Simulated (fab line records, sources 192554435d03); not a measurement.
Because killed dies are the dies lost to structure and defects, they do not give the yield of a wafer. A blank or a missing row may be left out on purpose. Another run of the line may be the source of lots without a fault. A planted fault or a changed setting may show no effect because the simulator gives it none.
fab line records + flow n5-finfet
[record]
- lots = 10
- wafers = 28
- last-day = 17
route steps=1938 shown PASS1_DEP@1831 MIM_TOP_LITHO@1847 PASS1_CAP@1873 TV_OPEN@1888 PASSIVATION@1936
lots that met no fault: taken from a fault-free run of the same line
start-h: the number of hours between the record's first day and the start of the first shown wafer of the lot + wait-h: hours since the lot's step before + " as in the row above + L1.1+2: several wafers, shown together as one row + - value missing, or start not given + * or withheld: withheld + < > ~ a bound
route shown NAME@n: names a module that has steps shown in the file, with the first one's number in the route + usual: average and standard deviation across the fault-free wafers + same: alike in all rows + chamber/n: place in a boat + sites: the reading at each site + _std_site: their standard deviation + _edge_site: the outer-site mean with the inner-site mean subtracted + radius-mm: for every site, how far away it sits from the centre of the wafer + mask NAME#n: copy n + behind: tool/chamber where the wafer was last shaped + hold: why the lot was held/for how many hours/how that ended + device: the transistor (n, p or np) that didn't switch + end of line: tests of these same wafers at the route's end + a step with no rows: only its recipe + killed: the dies lost at the first sort to structure and to defects; this is not the yield of the wafer + map: shows each die of a wafer: x if killed, . if not, _ if none is there
set.NAME: the setting the step ran with; set.NAME@STEP: the setting that earlier step ran with + model.NAME: the simulator's own value behind a step, which no gauge read
one table for each step of the route and one row for each wafer, over a sample of lots
services: a tool's chamber out of use, with start hour (start-h, from the record's first day; less than 0 if before it), hours out, and reason
[[steps]]
[step N5_PASSIVATION_PECVD_00]
[recipe]
- material = SiO2
- target-thk-a = 2000
- temp-c = 400
- precursor = SiH4/N2O
- pressure-torr = 2.7
- rf-w = 608
- time-s = 11.2
[usual]
- heater-power-w = 577/85
- showerhead-plenum-p-Torr = 8.14/0.059
- throttle-valve-pct = 51.0/2
| lot.wafer | tool     | chamber | start-h | wait-h | heater-power-w | showerhead-plenum-p-Torr | throttle-valve-pct |
|-----------|----------|---------|---------|--------|----------------|--------------------------|--------------------|
| L618.1    | pecvd-01 | 0       | 272.89  | 0.8    | 455            | 8.17                     | 51.6               |
| L618.2    | "        | 2       | "       | "      | 478            | 8.25                     | 51.1               |
| L618.3    | "        | 1       | "       | "      | 484            | 8.16                     | 51.7               |
| L621.2    | pecvd-03 | 2       | 319.85  | 0.7    | 647            | 8.03                     | 49.7               |
| L621.4    | "        | 2       | "       | "      | 660            | 8.04                     | 50.1               |
| L621.5    | "        | 0       | "       | "      | 584            | 8.15                     | 50.1               |
| L623.3    | pecvd-04 | 1       | 323.95  | 0.5    | 563            | 8.12                     | 54.6               |
| L623.5    | "        | 1       | "       | "      | 577            | 8.11                     | 55.0               |
| L625.2    | pecvd-04 | 2       | 329.33  | 0.7    | 540            | 8.16                     | 48.1               |
| L625.5    | "        | 2       | "       | "      | 536            | 8.18                     | 48.2               |
| L628.3    | pecvd-04 | 0       | 347.97  | 0.5    | 706            | 8.09                     | 51.1               |
| L628.4    | "        | 1       | "       | "      | 593            | 8.10                     | 54.7               |
| L628.5    | "        | 0       | "       | "      | 728            | 8.13                     | 50.8               |
| L629.1    | pecvd-01 | 0       | 348.46  | 0.8    | 487            | 8.21                     | 51.5               |
| L629.3    | "        | 2       | "       | "      | 463            | 8.24                     | 51.6               |
| L629.4    | "        | 1       | "       | "      | 530            | 8.17                     | 51.9               |
| L632.1    | pecvd-03 | 2       | 380.43  | 0.8    | 661            | 8.06                     | 50.0               |
| L632.4    | "        | 0       | "       | "      | 641            | 8.13                     | 50.2               |
| L632.5    | "        | 2       | "       | "      | 682            | 8.05                     | 50.3               |
| L635.2    | pecvd-04 | 1       | 396.03  | 0.7    | 535            | 8.11                     | 54.7               |
| L635.4    | "        | 1       | "       | "      | 555            | 8.11                     | 54.7               |
| L635.6    | "        | 2       | "       | "      | 537            | 8.17                     | 49.2               |
| L636.1    | pecvd-01 | 1       | 397.96  | 0.8    | 525            | 8.17                     | 51.7               |
| L636.2    | "        | 0       | "       | "      | 548            | 8.19                     | 51.6               |
| L636.6    | "        | 0       | "       | "      | 532            | 8.21                     | 51.5               |
| L637.1    | pecvd-03 | 0       | 398.23  | 0.8    | 607            | 8.12                     | 50.3               |
| L637.2    | "        | 2       | "       | "      | 621            | 8.05                     | 50.3               |
| L637.4    | "        | 2       | "       | "      | 630            | 8.04                     | 50.1               |
[step N5_MIM_TOP_LITHO_CD_MEAS_08]
[recipe]
- target-cd-nm = 2000
- landing-energy-ev = 500
- detector = se-inlens
[usual]
- cd-nm = 1999.9/1.3
[same]
- landing-energy-ev = 500
| lot.wafer | tool      | chamber | start-h | wait-h | cd-nm  |
|-----------|-----------|---------|---------|--------|--------|
| L618.1    | cd-sem-02 | 0       | 274.58  | -      | 1998.4 |
| L618.2    | "         | 0       | "       | "      | 1998.9 |
| L618.3    | "         | 0       | "       | "      | 1998.7 |
| L621.2    | cd-sem-02 | 0       | 323.06  | -      | 2000.6 |
| L621.4    | "         | 0       | "       | "      | 2001.2 |
| L621.5    | "         | 0       | "       | "      | 1998.7 |
| L623.3    | cd-sem-01 | 0       | 327.67  | -      | 2001.4 |
| L623.5    | "         | 0       | "       | "      | 2000.2 |
| L625.2    | cd-sem-01 | 0       | 331.95  | -      | 2001.7 |
| L625.5    | "         | 0       | "       | "      | 2000.2 |
| L628.3    | cd-sem-01 | 0       | 350.98  | -      | 1998.9 |
| L628.4    | "         | 0       | "       | "      | 1998.7 |
| L628.5    | "         | 0       | "       | "      | 1997.6 |
| L629.1    | cd-sem-03 | 0       | 351.01  | -      | 1999.2 |
| L629.3    | "         | 0       | "       | "      | 2001.8 |
| L629.4    | "         | 0       | "       | "      | 2000.9 |
| L632.1    | cd-sem-03 | 0       | 383.54  | -      | 2001.3 |
| L632.4    | "         | 0       | "       | "      | 1999.7 |
| L632.5    | "         | 0       | "       | "      | 2000.4 |
| L635.2    | cd-sem-03 | 0       | 400.42  | -      | 2000.8 |
| L635.4    | "         | 0       | "       | "      | 1998.8 |
| L635.6    | "         | 0       | "       | "      | 1998.2 |
| L636.1    | cd-sem-02 | 0       | 401.34  | -      | 2000.0 |
| L636.2    | "         | 0       | "       | "      | 1998.9 |
| L636.6    | "         | 0       | "       | "      | 1999.5 |
| L637.1    | cd-sem-03 | 0       | 401.52  | -      | 2000.6 |
| L637.2    | "         | 0       | "       | "      | 2002.1 |
| L637.4    | "         | 0       | "       | "      | 2001.6 |
[step N5_PASSIVATION_PECVD_55]
[recipe]
- material = SiO2
- target-thk-a = 4000
- temp-c = 400
- precursor = SiH4/N2O
- pressure-torr = 2.7
- rf-w = 608
- time-s = 22.5
[usual]
- heater-power-w = 585/78
- showerhead-plenum-p-Torr = 8.15/0.091
- throttle-valve-pct = 51.5/2.5
| lot.wafer | tool     | chamber | start-h | wait-h | heater-power-w | showerhead-plenum-p-Torr | throttle-valve-pct |
|-----------|----------|---------|---------|--------|----------------|--------------------------|--------------------|
| L618.1    | pecvd-02 | 0       | 276.45  | 0.0    | 614            | 7.97                     | 54.5               |
| L618.2    | "        | 1       | "       | "      | 705            | 8.23                     | 52.8               |
| L618.3    | "        | 2       | "       | "      | 664            | 8.20                     | 47.1               |
| L621.2    | pecvd-04 | 2       | 325.27  | 0.0    | 597            | 8.18                     | 48.1               |
| L621.4    | "        | 1       | "       | "      | 545            | 8.10                     | 54.7               |
| L621.5    | "        | 0       | "       | "      | 705            | 8.12                     | 51.0               |
| L623.3    | pecvd-04 | 2       | 329.63  | 0.0    | 582            | 8.17                     | 48.2               |
| L623.5    | "        | 1       | "       | "      | 630            | 8.10                     | 55.0               |
| L625.2    | pecvd-04 | 0       | 334.05  | 0.0    | 647            | 8.11                     | 50.9               |
| L625.5    | "        | 2       | "       | "      | 622            | 8.19                     | 48.5               |
| L629.1    | pecvd-01 | 2       | 353.64  | 0.0    | 454            | 8.25                     | 51.3               |
| L629.3    | "        | 0       | "       | "      | 460            | 8.20                     | 51.4               |
| L629.4    | "        | 0       | "       | "      | 494            | 8.19                     | 51.5               |
| L628.3    | pecvd-02 | 2       | 354.14  | 0.0    | 684            | 8.20                     | 47.4               |
| L628.4    | "        | 0       | "       | "      | 608            | 7.96                     | 54.5               |
| L628.5    | "        | 2       | "       | "      | 555            | 8.19                     | 47.4               |
| L632.1    | pecvd-01 | 0       | 386.10  | 0.0    | 446            | 8.21                     | 51.6               |
| L632.4    | "        | 1       | "       | "      | 524            | 8.18                     | 51.7               |
| L632.5    | "        | 0       | "       | "      | 457            | 8.20                     | 51.6               |
| L635.2    | pecvd-04 | 1       | 402.38  | 0.0    | 599            | 8.11                     | 54.6               |
| L635.4    | "        | 0       | "       | "      | 687            | 8.10                     | 51.5               |
| L635.6    | "        | 2       | "       | "      | 622            | 8.21                     | 49.3               |
| L636.1    | pecvd-04 | 1       | 403.05  | 0.0    | 604            | 8.10                     | 54.9               |
| L636.2    | "        | 0       | "       | "      | 738            | 8.11                     | 51.5               |
| L636.6    | "        | 0       | "       | "      | 592            | 8.10                     | 51.7               |
| L637.1    | pecvd-04 | 2       | 403.42  | 0.0    | 528            | 8.18                     | 49.1               |
| L637.2    | "        | 0       | "       | "      | 616            | 8.13                     | 51.3               |
| L637.4    | "        | 1       | "       | "      | 545            | 8.09                     | 54.6               |
[step N5_PASSIVATION_VIA_ETCH_13]
[recipe]
- chemistry = CHF3/O2
- target = SiO2
- target-depth-a = 6600
- CHF3_flow_sccm = 50
- O2_flow_sccm = 5
- Ar_flow_sccm = 200
- time-s = 330
- mask-material = PR
- pressure-mtorr = 30
- source-w = 650
- bias-w = 170
- ion-energy-ev = 200
- ends = cleared
[usual]
- drypump-motor-current-A = 5.8/0.54
- etch-rf-on-time-s = 236/4.7
- mfc-ar-sccm = 200.0/0.65
- oes_f_703_au = 0.78/0.066
- oes-product-au = 0.70/0.062
- rf-vpp-V = 521/3.4
- showerhead-plenum-p-Torr = 2.40/0.084
- throttle-valve-pct = 18.91/0.22
| lot.wafer | tool        | chamber | start-h | wait-h | drypump-motor-current-A | etch-rf-on-time-s | mfc-ar-sccm | oes_f_703_au | oes-product-au | rf-hours-counter-h | rf-vpp-V | showerhead-plenum-p-Torr | throttle-valve-pct |
|-----------|-------------|---------|---------|--------|-------------------------|-------------------|-------------|--------------|----------------|--------------------|----------|--------------------------|--------------------|
| L618.1    | rie-diel-06 | 0       | 277.21  | 0.0    | 5.8                     | 237               | 200.8       | 0.83         | 0.74           | 69                 | 521      | 2.44                     | 18.60              |
| L618.2    | "           | 3       | "       | "      | 6.5                     | 240               | 199.1       | 0.80         | 0.72           | 106                | 516      | 2.33                     | 18.88              |
| L618.3    | "           | 2       | "       | "      | 6.5                     | 239               | 200.6       | 0.74         | 0.67           | 179                | 525      | 2.40                     | 19.05              |
| L621.2    | rie-diel-06 | 2       | 326.09  | 0.0    | 6.5                     | 235               | 199.4       | 0.74         | 0.67           | 189                | 525      | 2.40                     | 19.06              |
| L621.4    | "           | 1       | "       | "      | 5.5                     | 238               | 199.8       | 0.71         | 0.64           | 222                | 523      | 2.30                     | 18.94              |
| L621.5    | "           | 3       | "       | "      | 6.6                     | 89                | 201.3       | 0.80         | 0.72           | -                  | 517      | 2.32                     | 18.90              |
| L623.3    | rie-diel-05 | 3       | 330.92  | 0.0    | 5.8                     | 89                | 199.6       | 0.87         | 0.78           | 36                 | 525      | 2.56                     | 18.81              |
| L623.5    | "           | 1       | "       | "      | 5.8                     | 94                | 199.6       | 0.73         | 0.64           | -                  | 517      | 2.48                     | 19.13              |
| L625.2    | rie-diel-06 | 1       | 334.70  | 0.0    | 5.5                     | 237               | 200.5       | 0.70         | 0.63           | 224                | 521      | 2.30                     | 18.96              |
| L625.5    | "           | 2       | "       | "      | 6.5                     | 94                | 200.1       | 0.73         | 0.66           | -                  | 524      | 2.40                     | 19.08              |
| L628.3    | rie-diel-02 | 1       | 355.85  | 0.0    | 5.6                     | 240               | 200.3       | 0.71         | 0.62           | 219                | 520      | 2.47                     | 19.00              |
| L628.4    | "           | 0       | "       | "      | 5.1                     | 240               | 199.3       | 0.83         | 0.75           | 72                 | 518      | 2.54                     | 19.18              |
| L628.5    | "           | 2       | "       | "      | 5.1                     | 242               | 200.1       | 0.75         | 0.69           | -                  | 520      | 2.32                     | 18.86              |
| L629.1    | rie-diel-05 | 1       | 356.01  | 0.0    | 5.9                     | 237               | 199.7       | 0.73         | 0.64           | 233                | 518      | 2.48                     | 19.15              |
| L629.3    | "           | 3       | "       | "      | 5.7                     | 231               | 200.8       | 0.86         | 0.78           | 43                 | 524      | 2.55                     | 18.84              |
| L629.4    | "           | 2       | "       | "      | 5.4                     | 240               | 200.7       | 0.70         | 0.63           | 234                | 526      | 2.38                     | 19.33              |
| L632.1    | rie-diel-06 | 2       | 387.01  | 0.0    | 6.5                     | 233               | 199.7       | 0.72         | 0.66           | 208                | 524      | 2.39                     | 19.11              |
| L632.4    | "           | 2       | "       | "      | 6.5                     | 240               | 199.8       | 0.72         | 0.66           | -                  | 525      | 2.39                     | 19.09              |
| L632.5    | "           | 3       | "       | "      | 6.6                     | 241               | 199.5       | 0.78         | 0.70           | -                  | 517      | 2.31                     | 18.92              |
| L635.2    | rie-diel-06 | 3       | 403.64  | 0.0    | 6.6                     | 233               | 199.5       | 0.77         | 0.69           | 145                | 515      | 2.31                     | 18.97              |
| L635.4    | "           | 0       | "       | "      | 5.7                     | 238               | 199.9       | 0.80         | 0.72           | 92                 | 521      | 2.43                     | 18.65              |
| L635.6    | "           | 0       | "       | "      | 5.7                     | 235               | 200.2       | 0.80         | 0.72           | -                  | 522      | 2.43                     | 18.64              |
| L636.1    | rie-diel-02 | 2       | 403.84  | 0.0    | 5.1                     | 238               | 200.3       | 0.74         | 0.67           | 142                | 521      | 2.32                     | 18.86              |
| L636.2    | "           | 3       | "       | "      | 6.6                     | 232               | 198.8       | 0.81         | 0.74           | 85                 | 525      | 2.43                     | 18.65              |
| L636.6    | "           | 1       | "       | "      | 5.6                     | 246               | 199.7       | 0.69         | 0.61           | -                  | 517      | 2.46                     | 19.02              |
| L637.1    | rie-diel-06 | 2       | 404.12  | 0.0    | 6.5                     | 233               | 199.2       | 0.72         | 0.65           | 213                | 525      | 2.39                     | 19.10              |
| L637.2    | "           | 3       | "       | "      | 6.6                     | 231               | 200.5       | 0.77         | 0.69           | 145                | 516      | 2.31                     | 18.94              |
| L637.4    | "           | 1       | "       | "      | 5.5                     | 238               | 200.3       | 0.69         | 0.62           | 250                | 521      | 2.29                     | 18.99              |
[step N5_PASSIVATION_STRIP_14]
[recipe]
- chemistry = O2
- power-w = 600
- temp-c = 60
- pressure-mtorr = 30
- rf-frequency-hz = 6e+07
- bias-power-w = 0
- overash-fraction = 0.5
- o2-flow-sccm = 225
[usual]
- drypump-motor-current-A = 5.8/0.55
- oes-product-au = 0.78/0.068
- rf-vpp-V = 3.6/0.94
- showerhead-plenum-p-Torr = 2.09/0.076
- throttle-valve-pct = 16.71/0.21
| lot.wafer | tool        | chamber | start-h | wait-h | drypump-motor-current-A | oes-product-au | rf-hours-counter-h | rf-vpp-V | showerhead-plenum-p-Torr | throttle-valve-pct |
|-----------|-------------|---------|---------|--------|-------------------------|----------------|--------------------|----------|--------------------------|--------------------|
| L618.1    | rie-diel-06 | 0       | 277.41  | 0.1    | 5.7                     | 0.83           | 69                 | 3.0      | 2.11                     | 16.35              |
| L618.2    | "           | 3       | "       | "      | 6.6                     | 0.80           | 106                | 4.1      | 2.03                     | 16.76              |
| L618.3    | "           | 2       | "       | "      | 6.5                     | 0.76           | 179                | 2.9      | 2.08                     | 16.81              |
| L621.2    | rie-diel-06 | 2       | 326.28  | 0.1    | 6.5                     | 0.75           | 189                | 2.1      | 2.08                     | 16.82              |
| L621.4    | "           | 1       | "       | "      | 5.5                     | 0.72           | 222                | 5.4      | 1.98                     | 16.69              |
| L621.5    | "           | 3       | "       | "      | 6.5                     | 0.81           | -                  | 3.6      | 2.03                     | 16.78              |
| L623.3    | rie-diel-05 | 3       | 331.12  | 0.1    | 5.8                     | 0.87           | 36                 | 3.5      | 2.23                     | 16.59              |
| L623.5    | "           | 1       | "       | "      | 5.9                     | 0.70           | -                  | 3.2      | 2.16                     | 16.87              |
| L625.2    | rie-diel-06 | 1       | 334.89  | 0.1    | 5.5                     | 0.70           | 224                | 5.0      | 1.98                     | 16.70              |
| L625.5    | "           | 2       | "       | "      | 6.6                     | 0.73           | -                  | 3.5      | 2.08                     | 16.82              |
| L628.3    | rie-diel-02 | 1       | 356.04  | 0.1    | 5.6                     | 0.69           | 219                | 2.2      | 2.16                     | 16.87              |
| L628.4    | "           | 0       | "       | "      | 5.1                     | 0.83           | 72                 | 3.0      | 2.20                     | 16.88              |
| L628.5    | "           | 2       | "       | "      | 5.1                     | 0.76           | -                  | 3.0      | 2.02                     | 16.68              |
| L629.1    | rie-diel-05 | 1       | 356.20  | 0.1    | 5.8                     | 0.71           | 233                | 3.8      | 2.16                     | 16.91              |
| L629.3    | "           | 3       | "       | "      | 5.8                     | 0.88           | 43                 | 6.1      | 2.23                     | 16.57              |
| L629.4    | "           | 2       | "       | "      | 5.4                     | 0.71           | 234                | 4.6      | 2.06                     | 17.11              |
| L632.1    | rie-diel-06 | 2       | 387.21  | 0.1    | 6.5                     | 0.73           | 208                | 2.7      | 2.07                     | 16.84              |
| L632.4    | "           | 2       | "       | "      | 6.5                     | 0.73           | -                  | 3.6      | 2.07                     | 16.87              |
| L632.5    | "           | 3       | "       | "      | 6.6                     | 0.78           | -                  | 4.1      | 2.02                     | 16.76              |
| L635.2    | rie-diel-06 | 3       | 403.84  | 0.1    | 6.6                     | 0.78           | 145                | 3.5      | 2.02                     | 16.79              |
| L635.4    | "           | 0       | "       | "      | 5.7                     | 0.79           | 92                 | 4.5      | 2.11                     | 16.39              |
| L635.6    | "           | 0       | "       | "      | 5.7                     | 0.81           | -                  | 4.9      | 2.11                     | 16.40              |
| L636.1    | rie-diel-02 | 2       | 404.04  | 0.1    | 5.1                     | 0.76           | 142                | 4.5      | 2.01                     | 16.70              |
| L636.2    | "           | 3       | "       | "      | 6.5                     | 0.81           | 85                 | 2.4      | 2.13                     | 16.53              |
| L636.6    | "           | 1       | "       | "      | 5.6                     | 0.68           | -                  | 3.4      | 2.16                     | 16.90              |
| L637.1    | rie-diel-06 | 2       | 404.32  | 0.1    | 6.5                     | 0.73           | 214                | 1.7      | 2.07                     | 16.89              |
| L637.2    | "           | 3       | "       | "      | 6.6                     | 0.76           | 145                | 1.8      | 2.02                     | 16.81              |
| L637.4    | "           | 1       | "       | "      | 5.5                     | 0.68           | 250                | 3.4      | 1.97                     | 16.74              |
[step N5_PASSIVATION_PROBE_49]
[usual]
- defect-limited-yield = 91.2/1.5
- killed_at_M0_to_M3 = 35/11
- killed_at_M4_up = 13/5.6
- killed-at-contacts = 13/6.3
- killed-at-front-end = 38/12
- killed-at-other = 3.7/2.9
- killed-dies = 104/18
- killed-on-rim = 14/3.8
- killed-open = 69/13
- killed-short = 34/8.3
- sort_bin_5_function = 5.2/0.95
- sort_bin_6_memory = 3.3/0.68
- sort-n-pass = 1076/18
- sort-yield-pct = 91.2/1.5
[same]
- gross-dies = 1180
- killed-at-back-side = 0
- sort_bin_4_leakage[%] = 0
- sort_bin_8_speed[%] = 0
| lot.wafer | tool      | chamber | start-h | wait-h | defect-limited-yield[%] | killed_at_M0_to_M3 | killed_at_M4_up | killed-at-contacts | killed-at-front-end | killed-at-other | killed-dies | killed-on-rim | killed-open | killed-short | sort_bin_5_function[%] | sort_bin_6_memory[%] | sort-n-pass | sort-yield-pct[%] |
|-----------|-----------|---------|---------|--------|-------------------------|--------------------|-----------------|--------------------|---------------------|-----------------|-------------|---------------|-------------|--------------|------------------------|----------------------|-------------|-------------------|
| L628.3    | prober-01 | -       | 362.83  | 0.1    | 93.4                    | 28                 | 6               | 11                 | 26                  | 7               | 78          | 8             | 53          | 25           | 3.9                    | 2.5                  | 1102        | 93.4              |
| L628.4    | prober-01 | -       | 362.88  | 0.2    | 92.5                    | 29                 | 5               | 14                 | 35                  | 6               | 89          | 14            | 62          | 27           | 3.7                    | 3.6                  | 1091        | 92.5              |
| L628.5    | prober-01 | -       | 362.93  | 0.2    | 92.9                    | 30                 | 4               | 1                  | 38                  | 11              | 84          | 11            | 52          | 32           | 4.2                    | 2.9                  | 1096        | 92.9              |
| L629.1    | prober-01 | -       | 364.72  | 0.0    | 86.9                    | 61                 | 13              | 10                 | 68                  | 2               | 154         | 22            | 93          | 61           | 7.9                    | 4.6                  | 1026        | 86.9              |
| L629.3    | prober-01 | -       | 364.82  | 0.1    | 91.4                    | 30                 | 11              | 13                 | 46                  | 1               | 101         | 10            | 59          | 42           | 4.6                    | 3.6                  | 1079        | 91.4              |
| L629.4    | prober-01 | -       | 364.87  | 0.2    | 86.9                    | 50                 | 14              | 3                  | 84                  | 4               | 155         | 16            | 101         | 53           | 7.3                    | 5.4                  | 1025        | 86.9              |
| L632.4    | prober-02 | -       | 394.32  | 0.2    | 90.4                    | 42                 | 23              | 24                 | 21                  | 3               | 113         | 11            | 76          | 36           | 5.8                    | 3.4                  | 1067        | 90.4              |
| L632.5    | prober-02 | -       | 394.37  | 0.2    | 88.5                    | 54                 | 24              | 25                 | 32                  | 1               | 136         | 17            | 95          | 40           | 7.1                    | 4.2                  | 1044        | 88.5              |
// killed by level:class
L628.3 MOL_CONTACT_COAG:geometric-particle:open=7 BEOL_M3:geometric-particle:open=6 STI_FIN_REVEAL:geometric-particle:open=5 BEOL_M1:geometric-particle:open=5 MOL_CONTACT_COAG:geometric-particle:short=4 BEOL_M0_SAQP:geometric-particle:open=4 BEOL_M0:geometric-particle:open=4 FIN_SAQP:geometric-particle:open=3
L628.4 STI_FIN_REVEAL:geometric-particle:open=10 MOL_CONTACT_COAG:geometric-particle:open=10 BEOL_M0:geometric-particle:open=7 BEOL_M3:geometric-particle:open=7 GATE_CUT:geometric-particle:short=5 DUMMY_GATE:geometric-particle:open=4 BEOL_M2:geometric-particle:open=4 MOL_CONTACT_COAG:geometric-particle:short=4
L628.5 BEOL_M0_SAQP:geometric-particle:short=9 STI_FIN_REVEAL:geometric-particle:open=8 GATE_CUT:geometric-particle:short=7 FIN_SAQP:geometric-particle:open=6 FIN_SAQP:geometric-particle:short=5 DUMMY_GATE:geometric-particle:open=5 BEOL_M0_SAQP:geometric-particle:open=5 BEOL_M2:geometric-particle:open=5
L629.1 BEOL_M0_SAQP:geometric-particle:short=22 FIN_SAQP:geometric-particle:open=19 BEOL_M0_SAQP:geometric-particle:open=19 FIN_SAQP:geometric-particle:short=11 BEOL_M3:geometric-particle:open=9 STI_FIN_REVEAL:geometric-particle:open=8 MOL_CONTACT_COAG:geometric-particle:open=8 DUMMY_GATE:geometric-particle:open=5
L629.3 FIN_SAQP:geometric-particle:short=16 BEOL_M2:geometric-particle:open=11 MOL_CONTACT_COAG:geometric-particle:open=10 FIN_SAQP:geometric-particle:open=8 STI_FIN_REVEAL:geometric-particle:open=7 BEOL_M4:geometric-particle:open=6 GATE_CUT:geometric-particle:short=6 BEOL_M2:geometric-particle:short=4
L629.4 FIN_SAQP:geometric-particle:open=21 BEOL_M0_SAQP:geometric-particle:open=17 FIN_SAQP:geometric-particle:short=14 STI_FIN_REVEAL:geometric-particle:open=13 BEOL_M0_SAQP:geometric-particle:short=9 BEOL_M2:geometric-particle:open=7 BEOL_M4:geometric-particle:open=7 STARTING-WAFER:geometric-particle:short=6
L632.4 MOL_CONTACT_COAG:geometric-particle:open=17 BEOL_M0_SAQP:geometric-particle:open=10 BEOL_M4:geometric-particle:open=10 STI_FIN_REVEAL:geometric-particle:open=9 BEOL_M0_SAQP:geometric-particle:short=9 MOL_CONTACT_COAG:geometric-particle:short=7 BEOL_M2:geometric-particle:open=7 BEOL_M3:geometric-particle:open=6
L632.5 MOL_CONTACT_COAG:geometric-particle:open=22 BEOL_M0_SAQP:geometric-particle:short=17 BEOL_M4:geometric-particle:open=16 BEOL_M0_SAQP:geometric-particle:open=13 STI_FIN_REVEAL:geometric-particle:open=11 BEOL_M3:geometric-particle:open=9 BEOL_M1:geometric-particle:open=6 GATE_CUT:geometric-particle:open=5
[[services]]
| tool        | chamber | start-h | hours | kind           |
|-------------|---------|---------|-------|----------------|
| pecvd-03    | -       | 263.84  | 1.6   | repair         |
| pecvd-02    | -       | 266.62  | 1.8   | repair         |
| rie-diel-06 | 2       | 297.63  | 7.9   | repair         |
| rie-diel-05 | 3       | 298.23  | 8.0   | repair         |
| rie-diel-06 | -       | 302.99  | 14.6  | pm             |
| pecvd-03    | -       | 307.52  | 3.1   | repair         |
| pecvd-01    | -       | 316.10  | 14.6  | pm             |
| rie-diel-02 | 0       | 316.48  | 3.8   | repair         |
| pecvd-02    | 2       | 325.63  | 3.6   | repair         |
| rie-diel-06 | 0       | 329.38  | 30.4  | repair         |
| rie-diel-02 | 0       | 333.06  | 3.4   | repair         |
| pecvd-04    | -       | 335.62  | 0.3   | repair         |
| rie-diel-06 | 2       | 337.79  | 6.0   | repair         |
| pecvd-03    | -       | 350.19  | 1.3   | repair         |
| rie-diel-02 | 2       | 359.03  | 13.7  | repair         |
| pecvd-04    | 0       | 361.84  | 16.5  | scheduled-down |
| pecvd-03    | -       | 365.61  | 4.8   | repair         |
| rie-diel-05 | 2       | 368.61  | 5.7   | repair         |
| rie-diel-06 | 0       | 383.07  | 8.4   | repair         |
| pecvd-04    | 2       | 383.29  | 4.4   | repair         |
| rie-diel-02 | 1       | 385.14  | 4.4   | repair         |
| pecvd-04    | 2       | 387.71  | 5.5   | scheduled-down |
| pecvd-02    | 2       | 393.59  | 2.3   | repair         |
| pecvd-01    | 1       | 401.73  | 5.5   | scheduled-down |
[[key]]
[first-sign]
- step = N5_PASSIVATION_VIA_ETCH_13
- reading = etch-rf-on-time-s
- direction = down
- sigmas = 31
- usual = *
- struck = *
effect none on later readings
met-at N5_PASSIVATION_PECVD_55
struck-lots L621,L623,L625
struck-wafers L621.5,L623.3,L623.5,L625.5
not-acting-at N5_PASSIVATION_PECVD_00,N5_MIM_TOP_LITHO_CD_MEAS_08,N5_PASSIVATION_STRIP_14
[fault]
- kind = process-parameter-drift
- tool = pecvd-04
- chamber = -
- onset-h = 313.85
- steps = N5_PASSIVATION_PECVD_55
- channel = time-s
- offset = *
- shape = step
- end-h = 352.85
- scope = struck-wafers-only
- acts-in = *
- stated = *
